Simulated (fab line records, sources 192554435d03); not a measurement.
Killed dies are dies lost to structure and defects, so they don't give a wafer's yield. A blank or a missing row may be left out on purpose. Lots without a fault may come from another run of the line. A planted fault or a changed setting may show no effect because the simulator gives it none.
Chamber matching | flow n5_finfet | N5_SD_EPI_N_ETCHBACK_44 on rie_diel-04: 4 sister chambers
The step etches SiNx in CH3F/O2, stops on SiO2, target depth 14.5 nm. 8 wafers are shown with their chamber, then 9 later ones without.

WAFERS WITH THEIR CHAMBER
wafer  | chamber | showerhead_plenum_p_Torr (Torr) | oes_product_au (a.u.)
L082.6 | 2       | 1.96                            | 0.77
L084.2 | 0       | 2.13                            | 0.79
L086.4 | 0       | 2.13                            | 0.79
L090.1 | 1       | 1.90                            | 0.63
L090.5 | 1       | 1.90                            | 0.63
L091.3 | 2       | 1.95                            | 0.75
L091.4 | 3       | 1.98                            | 0.63
L091.5 | 3       | 1.98                            | 0.63

WAFERS WITHOUT THEIR CHAMBER
wafer  | showerhead_plenum_p_Torr (Torr) | oes_product_au (a.u.)
L094.1 | 2.12                            | 0.76
L094.2 | 1.98                            | 0.63
L094.4 | 1.90                            | 0.62
L095.2 | 1.95                            | 0.73
L095.5 | 2.12                            | 0.76
L095.6 | 1.98                            | 0.62
L096.1 | 2.12                            | 0.76
L096.2 | 1.90                            | 0.62
L096.3 | 1.98                            | 0.62

WHICH CHAMBER EACH WENT THROUGH
wafer  | from the rows above | in truth
L094.1 | 0                   | 0
L094.2 | 3                   | 3
L094.4 | 1                   | 1
L095.2 | 2                   | 2
L095.5 | 0                   | 0
L095.6 | 3                   | 3
L096.1 | 0                   | 0
L096.2 | 1                   | 1
L096.3 | 3                   | 3
Placed correctly: 9 of 9. Can't be placed from these rows: 0. Placed wrongly: 0.
How it was worked out, from the rows above alone: a wafer's distance from a chamber is the root of the sum, over the readings, of the square of ((its reading less the chamber's mean) divided by the reading's scatter). The wafer belongs to the nearest chamber; if the next one is less than 2 further off, it can't be placed. A chamber's mean is the mean of its shown wafers. The scatter: the root of (the sum of the squares of (reading less its chamber's mean) over the shown wafers, divided by (wafers less chambers)).
